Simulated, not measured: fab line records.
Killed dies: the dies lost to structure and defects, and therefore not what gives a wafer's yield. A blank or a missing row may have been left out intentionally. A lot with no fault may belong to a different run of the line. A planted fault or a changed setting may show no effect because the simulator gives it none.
fab line records	flow n5Finfet	part 1 of 2: steps 1 to 24 of 40
record: lots: 5	wafers: 15	lastDay: 17
route steps=1938 shown STI_FIN_REVEAL@191 DUMMY_GATE@212
lots untouched by any fault: they come from a run of this same line in which no faults occurred
startH: the number of hours between the record's first day and the start of the first shown wafer of the lot	waitH: hours elapsed since this lot's preceding step	" identical to the entry in the row above	L1.1+2: several wafers, shown together as one row	- no value, or no start given	* or withheld: withheld	< > ~ a bound
route shown NAME@n: names a module that has steps shown in the file, with the first one's number in the route	usual: mean and standard deviation over wafers with no fault	same: alike in all rows	chamber/n: place in a boat	sites: each site's reading	_std_site: their standard deviation	_edge_site: outer sites' mean less inner sites'	radiusMm: for every site, how far away it sits from the centre of the wafer	mask NAME#n: copy n	behind: the tool/chamber that last shaped the wafer	hold: the reason the lot was held/the length of the hold in hours/how it ended	device: the transistor (n, p or np) that didn't switch	end of line: tests of these same wafers at the route's end	where a step has no rows: the recipe by itself	killed: dies that structure and defects cost at the first sort, which is not the same as the wafer's yield	map: per-die view of a wafer (x killed, . not killed, _ where there is no die)
set.NAME: the setting that was run; set.NAME@STEP: the one run at that earlier step	model.NAME: the simulator's own value behind a step, which no gauge read
a table for each step, a row for each wafer; lots at some steps of the route
services: the hour from which a tool's chamber was out of use, counted from the record's first day as startH (under 0 if before that day), plus the number of hours and why
== steps ==
step: N5_STI_FIN_REVEAL_STRIP_24
recipe: chemistry: N2/H2	timeS: 90	powerW: 100	tempC: 40	pressureMtorr: 100	rfFrequencyHz: 6e+07	biasPowerW: 3	n2FlowSccm: 300	h2FlowSccm: 300
usual: drypumpMotorCurrentA: 6.0/0.38	oesProductAu: 0.79/0.081	rfVppV: 45.2/0.86	showerheadPlenumPTorr: 3.36/0.099	throttleValvePct: 12.18/0.24
lot.wafer	tool	chamber	startH	waitH	drypumpMotorCurrentA	oesProductAu	rfHoursCounterH	rfVppV	showerheadPlenumPTorr	throttleValvePct
L075.2	rieDiel-03	2	40.65	0.0	5.7	0.83	85	47.1	3.42	12.04
L075.3	"	3	"	"	5.9	0.76	130	46.6	3.24	12.33
L075.5	"	3	"	"	5.9	0.76	-	45.1	3.24	12.32
L076.2	rieDiel-03	3	46.19	0.0	5.9	0.76	132	44.3	3.24	12.35
L076.4	"	3	"	"	5.9	0.75	-	44.9	3.24	12.35
L076.6	"	1	"	"	6.6	0.75	-	44.3	3.35	12.34
L088.3	rieDiel-02	3	117.84	0.0	5.5	0.67	246	47.2	3.46	12.64
L088.5	"	1	"	"	6.1	0.70	-	45.3	3.35	12.19
L088.6	"	2	"	"	5.9	0.76	-	45.1	3.51	12.18
L091.3	rieDiel-04	0	135.43	0.0	5.8	0.69	247	46.3	3.19	12.34
L091.5	"	1	"	"	6.3	0.85	-	44.8	3.28	11.75
L091.6	"	0	"	"	5.8	0.68	-	46.0	3.19	12.33
L094.2	rieDiel-04	2	155.57	0.0	6.1	0.73	216	47.1	3.35	12.46
L094.5	"	2	"	"	6.2	0.72	-	45.5	3.35	12.44
L094.6	"	3	"	"	5.1	0.92	-	45.0	3.46	12.19
step: N5_STI_FIN_REVEAL_PRECLEAN_25
recipe: chemistry: SPM	timeS: 90	tempC: 120	mix: 4:1
usual: bathGuardTempC: 119.9/0.54
lot.wafer	tool	chamber	startH	waitH	bathGuardTempC
L075.2	wetBench-01	6	40.77	0.1	119.7
L075.3	"	4	"	"	119.6
L075.5	"	1	"	"	120.8
L076.2	wetBench-05	6	46.36	0.1	119.8
L076.4	"	1	"	"	120.2
L076.6	"	2	"	"	120.0
L088.3	wetBench-05	4	117.96	0.1	120.5
L088.5	"	2	"	"	119.9
L088.6	"	3	"	"	119.4
L091.3	wetBench-02	5	135.55	0.1	119.1
L091.5	"	4	"	"	121.0
L091.6	"	2	"	"	119.2
L094.2	wetBench-02	1	155.69	0.1	120.4
L094.5	"	2	"	"	119.5
L094.6	"	3	"	"	118.8
step: N5_STI_FIN_REVEAL_PRECLEAN_26
recipe: chemistry: SC1	timeS: 45	tempC: 46	mix: 1:2:100
usual: bathGuardTempC: 45.9/0.53
lot.wafer	tool	chamber	startH	waitH	bathGuardTempC
L075.2	wetBench-01	6	40.80	0.0	45.1
L075.3	"	4	"	"	46.1
L075.5	"	1	"	"	46.8
L076.2	wetBench-05	6	46.39	0.0	45.7
L076.4	"	1	"	"	46.4
L076.6	"	2	"	"	45.8
L088.3	wetBench-05	4	118.02	0.0	46.6
L088.5	"	2	"	"	46.0
L088.6	"	3	"	"	45.6
L091.3	wetBench-02	5	135.58	0.0	45.3
L091.5	"	4	"	"	47.5
L091.6	"	2	"	"	46.0
L094.2	wetBench-02	1	155.72	0.0	45.8
L094.5	"	2	"	"	45.2
L094.6	"	3	"	"	45.1
step: N5_STI_FIN_REVEAL_PRECLEAN_29
recipe: chemistry: DHF	timeS: 30	tempC: 25	dilution: 300:1
lot.wafer	tool	chamber	startH	waitH
L075.2+3+5	wetBench-01	6,4,1	40.81	0.0
L076.2+4+6	wetBench-05	6,1,2	46.40	0.0
L088.3+5+6	wetBench-05	4,2,3	118.04	0.0
L091.3+5+6	wetBench-02	5,4,2	135.59	0.0
L094.2+5+6	wetBench-02	1,2,3	155.73	0.0
step: N5_STI_FIN_REVEAL_SRD_12
recipe: timeS: 30	tempC: 23	rinseLiquid: diw	dry: ipaMarangoni
lot.wafer	tool	chamber	startH	waitH
L075.2+3+5	wetBench-01	6,4,1	40.82	0.0
L076.2+4+6	wetBench-05	6,1,2	46.41	0.0
L088.3+5+6	wetBench-05	4,2,3	118.06	0.0
L091.3+5+6	wetBench-02	5,4,2	135.60	0.0
L094.2+5+6	wetBench-02	1,2,3	155.74	0.0
step: N5_STI_FIN_REVEAL_RECESS_09
recipe: chemistry: HF/NH3	target: SiO2	afsCycles: 11	targetDepthA: 425	tempC: 30	sublimationTempC: 180	sublimationTimeS: 60
usual: drypumpMotorCurrentA: 5.42/0.29	sublimationTempC: 180.00/0.16
lot.wafer	tool	chamber	startH	waitH	drypumpMotorCurrentA	sublimationTempC
L075.2	vaporEtch-01	1	40.86	0.0	5.91	179.94
L075.3	"	1	"	"	5.92	180.20
L075.5	"	1	"	"	5.95	179.96
L076.2	vaporEtch-01	0	46.45	0.0	5.55	179.98
L076.4	"	0	"	"	5.54	180.15
L076.6	"	0	"	"	5.56	179.98
L088.3	vaporEtch-02	0	118.65	0.6	5.46	180.10
L088.5	"	1	"	"	5.03	180.01
L088.6	"	0	"	"	5.49	180.50
L091.3	vaporEtch-02	0	136.17	0.6	5.44	180.02
L091.5	"	0	"	"	5.44	180.32
L091.6	"	1	"	"	5.06	179.79
L094.2	vaporEtch-01	0	155.78	0.0	5.56	180.22
L094.5	"	0	156.84	1.1	5.58	180.12
L094.6	"	1	"	"	5.89	180.00
step: N5_STI_FIN_REVEAL_STRIP_16
recipe: chemistry: H3PO4	material: SiNx	tempC: 165	targetDepthA: 238	overetchFraction: 0.4964	dry: ipaMarangoni
usual: bathGuardTempC: 164.9/0.61
lot.wafer	tool	chamber	startH	waitH	bathGuardTempC
L075.2	wetBench-01	7	42.48	1.1	164.8
L075.3	"	4	"	"	164.5
L075.5	"	6	"	"	164.5
L076.2	wetBench-02	0	48.07	1.1	164.7
L076.4	"	5	"	"	164.4
L076.6	"	6	"	"	165.1
L088.3	wetBench-01	3	119.74	0.6	165.6
L088.5	"	2	"	"	165.1
L088.6	"	0	"	"	164.9
L091.3	wetBench-05	7	137.26	0.6	164.7
L091.5	"	6	"	"	164.8
L091.6	"	2	"	"	164.9
L094.2	wetBench-01	1	157.40	1.1	166.0
L094.5	"	3	"	"	165.5
L094.6	"	4	"	"	165.2
step: N5_STI_FIN_REVEAL_PRECLEAN_17
recipe: chemistry: NF3:NH3	afsCycles: 1	tempC: 30	timeS: 20	sublimationTempC: 180	sublimationTimeS: 60	pressureTorr: 3	rfPowerW: 30
usual: rfPowerW: 29.99/0.09	sublimationTempC: 179.97/0.15
lot.wafer	tool	chamber	startH	waitH	rfPowerW	sublimationTempC
L075.2	remotePlasma-02	1	42.78	0.1	29.95	179.68
L075.3	"	1	"	"	29.93	179.91
L075.5	"	1	"	"	29.97	179.83
L076.2	remotePlasma-01	1	48.37	0.1	29.83	179.73
L076.4	"	1	"	"	30.03	179.98
L076.6	"	1	"	"	30.01	180.07
L088.3	remotePlasma-02	1	120.07	0.1	30.03	179.80
L088.5	"	1	"	"	30.10	179.92
L088.6	"	1	"	"	30.10	179.89
L091.3	remotePlasma-02	0	137.59	0.1	29.90	180.11
L091.5	"	0	"	"	29.92	180.10
L091.6	"	0	"	"	29.88	179.99
L094.2	remotePlasma-02	0	157.70	0.1	29.99	180.11
L094.5	"	0	"	"	29.91	179.93
L094.6	"	0	"	"	29.97	180.02
step: N5_STI_FIN_REVEAL_ETCH_34
recipe: chemistry: H2	mode: isotropic	material: Si	target: Si	targetDepthA: 9.7	tempC: 20	pressureMtorr: 4.5	icpW: 300	biasW: 0	h2FlowSccm: 7.5	heFlowSccm: 142.5
usual: drypumpMotorCurrentA: 5.8/0.46	oesProductAu: 1.005/0.021	rfFwdPowerW: 296.8/1.2	throttleValvePct: 25.9/0.53
lot.wafer	tool	chamber	startH	waitH	drypumpMotorCurrentA	oesProductAu	rfFwdPowerW	rfHoursCounterH	throttleValvePct
L075.2	rieSi-05	0	42.96	0.1	6.0	1.028	296.3	169	26.2
L075.3	"	1	"	"	6.0	1.042	295.9	101	25.1
L075.5	"	0	"	"	6.0	1.024	295.2	-	26.2
L076.2	rieSi-05	2	48.54	0.1	6.2	1.028	294.4	99	25.7
L076.4	"	1	"	"	6.0	1.038	298.0	101	25.1
L076.6	"	1	"	"	6.0	1.041	297.4	-	25.1
L088.3	rieSi-05	3	120.21	0.1	6.3	0.979	298.5	128	25.3
L088.5	"	0	"	"	6.0	1.027	297.2	-	26.2
L088.6	"	3	"	"	6.3	0.983	299.1	-	25.3
L091.3	rieSi-03	2	137.74	0.1	5.3	0.981	295.3	68	26.8
L091.5	"	1	"	"	6.1	0.980	296.3	-	26.0
L091.6	"	2	"	"	5.3	0.986	295.4	-	26.8
L094.2	rieSi-03	1	157.87	0.1	6.1	0.980	297.2	108	26.0
L094.5	"	2	"	"	5.3	0.974	294.5	-	26.8
L094.6	"	3	"	"	5.9	0.981	296.1	-	26.0
step: N5_STI_FIN_REVEAL_OXIDATION_31
recipe: chemistry: O2_PLASMA_REMOTE	tempC: 150	timeS: 20	pressureMtorr: 1000	sourcePowerW: 2000	o2FlowSccm: 3000
usual: drypumpMotorCurrentA: 5.3/0.5	heaterPowerW: 137/7.6	rfFwdPowerW: 1980/9.4
lot.wafer	tool	chamber	startH	waitH	drypumpMotorCurrentA	heaterPowerW	rfFwdPowerW	rfHoursCounterH
L075.2	plasmaAsher-02	1	43.02	0.0	5.3	134	1982	77
L075.3	"	1	"	"	5.3	132	1984	-
L075.5	"	0	"	"	4.9	131	1975	-
L076.2	plasmaAsher-02	0	48.60	0.0	4.9	132	1974	77
L076.4	"	1	"	"	5.3	136	1988	-
L076.6	"	1	"	"	5.3	134	1995	-
L088.3	plasmaAsher-02	0	120.29	0.1	4.9	130	1987	-
L088.5	"	0	"	"	4.8	130	1977	-
L088.6	"	1	"	"	5.3	128	1994	-
L091.3	plasmaAsher-02	0	137.82	0.1	4.9	132	1973	-
L091.5	"	0	"	"	4.9	132	1974	-
L091.6	"	1	"	"	5.3	133	1996	-
L094.2	plasmaAsher-02	1	157.94	0.0	5.3	136	1990	98
L094.5	"	0	"	"	4.9	134	1972	-
L094.6	"	1	"	"	5.3	135	1988	-
step: N5_STI_FIN_REVEAL_PRECLEAN_32
recipe: chemistry: NF3:NH3	afsCycles: 1	tempC: 30	timeS: 20	sublimationTempC: 180	sublimationTimeS: 60	pressureTorr: 3	rfPowerW: 30
usual: rfPowerW: 29.99/0.094	sublimationTempC: 179.94/0.16
lot.wafer	tool	chamber	startH	waitH	rfPowerW	sublimationTempC
L075.2	remotePlasma-01	1	43.13	0.1	30.13	180.00
L075.3	"	1	"	"	30.12	179.92
L075.5	"	1	"	"	30.07	180.09
L076.2	remotePlasma-02	0	48.72	0.1	29.88	180.02
L076.4	"	0	"	"	29.97	180.01
L076.6	"	0	"	"	29.95	180.06
L088.3	remotePlasma-01	0	120.41	0.1	30.07	179.89
L088.5	"	0	"	"	30.06	179.87
L088.6	"	0	"	"	30.05	179.87
L091.3	remotePlasma-01	0	137.94	0.1	29.99	180.15
L091.5	"	0	"	"	30.15	179.75
L091.6	"	0	"	"	29.83	179.87
L094.2	remotePlasma-01	0	158.05	0.1	29.97	179.93
L094.5	"	0	"	"	29.97	179.81
L094.6	"	0	"	"	29.95	179.74
step: N5_STI_FIN_REVEAL_STRIP_35
recipe: chemistry: H3PO4	material: Si3N4	tempC: 165	targetDepthA: 40	timeS: 39
usual: bathGuardTempC: 165.0/0.65
lot.wafer	tool	chamber	startH	waitH	bathGuardTempC
L075.2	wetBench-01	7	43.31	0.2	165.2
L075.3	"	6	"	"	164.2
L075.5	"	4	"	"	164.8
L076.2	wetBench-02	5	48.90	0.2	164.4
L076.4	"	3	"	"	164.0
L076.6	"	2	"	"	164.7
L088.3	wetBench-01	6	120.56	0.1	164.5
L088.5	"	7	"	"	164.9
L088.6	"	3	"	"	165.9
L091.3	wetBench-05	6	138.09	0.1	164.9
L091.5	"	1	"	"	165.2
L091.6	"	2	"	"	164.9
L094.2	wetBench-01	3	158.35	0.3	166.0
L094.5	"	2	"	"	165.7
L094.6	"	5	"	"	165.1
step: N5_STI_FIN_REVEAL_SRD_21
recipe: dry: ipaMarangoni	timeS: 30	tempC: 23	rinseLiquid: diw
lot.wafer	tool	chamber	startH	waitH
L075.2+3+5	wetBench-01	7,6,4	43.32	0.0
L076.2+4+6	wetBench-02	5,3,2	48.91	0.0
L088.3+5+6	wetBench-01	6,7,3	120.58	0.0
L091.3+5+6	wetBench-05	6,1,2	138.10	0.0
L094.2+5+6	wetBench-01	3,2,5	158.37	0.0
step: N5_STI_FIN_REVEAL_OXIDATION_33
recipe: chemistry: O2_PLASMA_REMOTE	tempC: 150	timeS: 20	pressureMtorr: 1000	sourcePowerW: 2000	o2FlowSccm: 3000
usual: drypumpMotorCurrentA: 5.4/0.54	heaterPowerW: 138/8.2	rfFwdPowerW: 1979/8.7
lot.wafer	tool	chamber	startH	waitH	drypumpMotorCurrentA	heaterPowerW	rfFwdPowerW	rfHoursCounterH
L075.2	plasmaAsher-01	1	43.37	0.0	6.4	136	1974	32
L075.3	"	1	"	"	6.4	136	1984	-
L075.5	"	1	"	"	6.4	133	1986	-
L076.2	plasmaAsher-01	0	48.96	0.0	5.4	150	1980	33
L076.4	"	1	"	"	6.4	135	1971	-
L076.6	"	0	"	"	5.4	152	1967	-
L088.3	plasmaAsher-02	0	120.64	0.0	4.9	131	1974	-
L088.5	"	1	"	"	5.3	138	1989	-
L088.6	"	0	"	"	4.9	134	1974	-
L091.3	plasmaAsher-02	1	138.17	0.0	5.3	136	1994	-
L091.5	"	1	"	"	5.3	131	1986	-
L091.6	"	0	"	"	4.9	129	1976	-
L094.2	plasmaAsher-02	1	158.41	0.0	5.3	134	1978	98
L094.5	"	0	"	"	4.9	135	1976	-
L094.6	"	1	"	"	5.3	134	1975	-
step: N5_STI_FIN_REVEAL_CLEAN_19
recipe: chemistry: O3/DIW	tempC: 25	timeS: 120	o3Ppm: 10
lot.wafer	tool	chamber	startH	waitH
L075.2+3+5	wetBench-01	0,2,5	43.46	0.1
L076.2+4+6	wetBench-05	7,1,4	49.04	0.1
L088.3+5+6	wetBench-02	2,0,3	120.71	0.0
L091.3+5+6	wetBench-01	2,6,1	138.23	0.0
L094.2+5+6	wetBench-02	0,7,1	158.50	0.1
step: N5_STI_FIN_REVEAL_SRD_23
recipe: dry: ipaMarangoni	timeS: 30	tempC: 23	rinseLiquid: diw
lot.wafer	tool	chamber	startH	waitH
L075.2+3+5	wetBench-01	0,2,5	43.49	0.0
L076.2+4+6	wetBench-05	7,1,4	49.08	0.0
L088.3+5+6	wetBench-02	2,0,3	120.75	0.0
L091.3+5+6	wetBench-01	2,6,1	138.27	0.0
L094.2+5+6	wetBench-02	0,7,1	158.54	0.0
step: N5_STI_FIN_REVEAL_CD_MEAS_22
recipe: targetCdNm: 6.238	pitchNm: 28	polarity: line
usual: cdNm: 6.31/0.27
lot.wafer	tool	chamber	startH	waitH	cdNm
L075.2	cdSem-02	-	43.53	0.0	6.44
L075.3	"	-	"	"	6.01
L075.5	"	-	"	"	5.97
L076.2	cdSem-03	-	49.12	0.0	6.14
L076.4	"	-	"	"	6.19
L076.6	"	-	"	"	6.29
L088.3	cdSem-01	-	120.79	0.0	5.88
L088.5	"	-	"	"	6.13
L088.6	"	-	"	"	6.54
L091.3	cdSem-02	-	138.31	0.0	6.32
L091.5	"	-	"	"	6.28
L091.6	"	-	"	"	6.68
L094.2	cdSem-02	-	158.58	0.0	6.20
L094.5	"	-	"	"	6.53
L094.6	"	-	"	"	6.01
step: N5_STI_FIN_REVEAL_FIN_H_MEAS_10
usual: trenchDepthNm: 52.1/0.73
lot.wafer	tool	chamber	startH	waitH	trenchDepthNm
L075.2	ocd-02	-	43.56	0.0	53.0
L075.3	"	-	"	"	51.8
L075.5	"	-	"	"	52.2
L076.2	ocd-02	-	49.15	0.0	52.0
L076.4	"	-	"	"	51.8
L076.6	"	-	"	"	51.9
L088.3	ocd-02	-	120.82	0.0	51.5
L088.5	"	-	"	"	51.3
L088.6	"	-	"	"	51.6
L091.3	ocd-02	-	138.34	0.0	51.7
L091.5	"	-	"	"	51.8
L091.6	"	-	"	"	51.9
L094.2	ocd-01	-	158.61	0.0	52.8
L094.5	"	-	"	"	52.4
L094.6	"	-	"	"	53.9
step: N5_STI_FIN_REVEAL_PRECLEAN_18
recipe: chemistry: SC2	timeS: 45	tempC: 35	mix: 1:1:50
usual: bathGuardTempC: 35.0/0.58
lot.wafer	tool	chamber	startH	waitH	bathGuardTempC
L075.2	wetBench-05	3	43.59	0.0	34.5
L075.3	"	5	"	"	35.0
L075.5	"	4	"	"	35.4
L076.2	wetBench-02	4	49.18	0.0	36.4
L076.4	"	3	"	"	34.4
L076.6	"	0	"	"	34.6
L088.3	wetBench-01	6	120.85	0.0	34.6
L088.5	"	2	"	"	35.2
L088.6	"	7	"	"	34.9
L091.3	wetBench-01	3	138.45	0.1	35.6
L091.5	"	7	"	"	35.3
L091.6	"	2	"	"	35.7
L094.2	wetBench-05	7	158.64	0.0	35.0
L094.5	"	1	"	"	35.5
L094.6	"	0	"	"	34.5
step: N5_STI_FIN_REVEAL_SRD_28
recipe: dry: ipaMarangoni	timeS: 30	tempC: 23	rinseLiquid: diw
lot.wafer	tool	chamber	startH	waitH
L075.2+3+5	wetBench-05	3,5,4	43.61	0.0
L076.2+4+6	wetBench-02	4,3,0	49.20	0.0
L088.3+5+6	wetBench-01	6,2,7	120.87	0.0
L091.3+5+6	wetBench-01	3,7,2	138.46	0.0
L094.2+5+6	wetBench-05	7,1,0	158.65	0.0
step: N5_STI_FIN_REVEAL_INSPECT_13
recipe: inspectInstrument: darkfield	mode: postClean
usual: rawDefectCount: 12/5.4
lot.wafer	tool	chamber	startH	waitH	rawDefectCount
L075.2	defectInspect-01	-	43.65	0.0	20
L075.3	"	-	"	"	7
L075.5	"	-	"	"	10
L076.2	defectInspect-02	-	49.24	0.0	10
L076.4	"	-	"	"	9
L076.6	"	-	"	"	6
L088.3	defectInspect-02	-	120.91	0.0	15
L088.5	"	-	"	"	15
L088.6	"	-	"	"	7
L091.3	defectInspect-01	-	138.51	0.0	18
L091.5	"	-	"	"	11
L091.6	"	-	"	"	7
L094.2	defectInspect-02	-	158.69	0.0	5
L094.5	"	-	"	"	8
L094.6	"	-	"	"	3
step: N5_DUMMY_GATE_PRECLEAN_00
recipe: chemistry: O3/DIW	timeS: 60	tempC: 22	o3Ppm: 10
lot.wafer	tool	chamber	startH	waitH
L075.2+3+5	wetBench-06	1,0,4	43.68	0.0
L076.2+4+6	wetBench-03	6,3,7	49.27	0.0
L088.3+5+6	wetBench-03	3,6,5	120.94	0.0
L091.3+5+6	wetBench-06	0,7,5	138.53	0.0
L094.2+5+6	wetBench-03	6,7,5	158.72	0.0
step: N5_DUMMY_GATE_SRD_01
recipe: timeS: 30	tempC: 23	rinseLiquid: diw	dry: ipaMarangoni
lot.wafer	tool	chamber	startH	waitH
L075.2+3+5	wetBench-06	1,0,4	43.70	0.0
L076.2+4+6	wetBench-03	6,3,7	49.29	0.0
L088.3+5+6	wetBench-03	3,6,5	120.96	0.0
L091.3+5+6	wetBench-06	0,7,5	138.55	0.0
L094.2+5+6	wetBench-03	6,7,5	158.74	0.0
step: N5_DUMMY_GATE_ALD_02
recipe: material: SiO2	targetThkA: 20	tempC: 300	aldPrecursorFamily: BDEAS	aldCoReactant: O2-plasma	pulseTimeS: 1	pressureTorr: 2
usual: heaterPowerOuterW: 268/34	heaterPowerW: 476/59	precursorPulseHeightRel: 0.997/0.022
lot.wafer	tool	chamber	startH	waitH	heaterPowerOuterW	heaterPowerW	precursorPulseHeightRel
L075.2	aldSin-02	1	43.74	0.0	241	440	1.003
L075.3	"	2	"	"	267	476	0.988
L075.5	"	3	"	"	264	470	1.001
L076.2	aldSin-02	2	49.33	0.0	261	470	1.044
L076.4	"	3	"	"	259	458	0.962
L076.6	"	2	"	"	263	488	0.994
L088.3	aldSin-02	0	121.00	0.0	273	498	1.022
L088.5	"	2	"	"	267	475	0.982
L088.6	"	1	"	"	237	434	1.000
L091.3	aldSin-04	2	138.60	0.0	254	444	0.997
L091.5	"	0	"	"	353	617	0.991
L091.6	"	1	"	"	248	462	1.019
L094.2	aldSin-04	0	158.79	0.0	354	630	1.074
L094.5	"	1	"	"	246	462	1.006
L094.6	"	2	"	"	250	444	0.981
